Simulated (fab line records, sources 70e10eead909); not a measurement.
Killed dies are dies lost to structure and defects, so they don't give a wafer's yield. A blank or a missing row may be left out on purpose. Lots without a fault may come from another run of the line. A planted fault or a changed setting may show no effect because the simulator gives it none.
Chamber matching | flow nand_harc | NHARC_P_M1_ETCH_35 on rie_diel-03: 4 sister chambers
The step etches the open film in N2/H2, target depth 40 nm, overetch 12 nm, time 43.94 s. 4 wafers are shown with their chamber, then 7 later ones without.

WAFERS WITH THEIR CHAMBER
wafer  | chamber | drypump_motor_current_A (A)
L774.4 | 2       | 5.2
L778.3 | 3       | 5.4
L779.4 | 0       | 5.9
L779.5 | 1       | 5.0

WAFERS WITHOUT THEIR CHAMBER
wafer  | drypump_motor_current_A (A)
L779.6 | 5.9
L790.3 | 5.4
L790.4 | 5.0
L790.5 | 5.0
L794.2 | 6.0
L794.4 | 5.2
L794.6 | 5.4

WHICH CHAMBER EACH WENT THROUGH
wafer  | from the rows above | in truth
L779.6 | 0                   | 0
L790.3 | 3                   | 3
L790.4 | 1                   | 1
L790.5 | 1                   | 1
L794.2 | 0                   | 0
L794.4 | 2                   | 2
L794.6 | 3                   | 3
Placed correctly: 7 of 7. Can't be placed from these rows: 0. Placed wrongly: 0.
How it was worked out, from the rows above alone: a wafer's distance from a chamber is the root of the sum, over the readings, of the square of ((its reading less the chamber's mean) divided by the reading's scatter). The wafer belongs to the nearest chamber; if the next one is less than 2 further off, it can't be placed. A chamber's mean is the mean of its shown wafers. The scatter: with one shown wafer a chamber, the root of the mean of the squares of how far each hidden wafer lies from its nearest shown one.
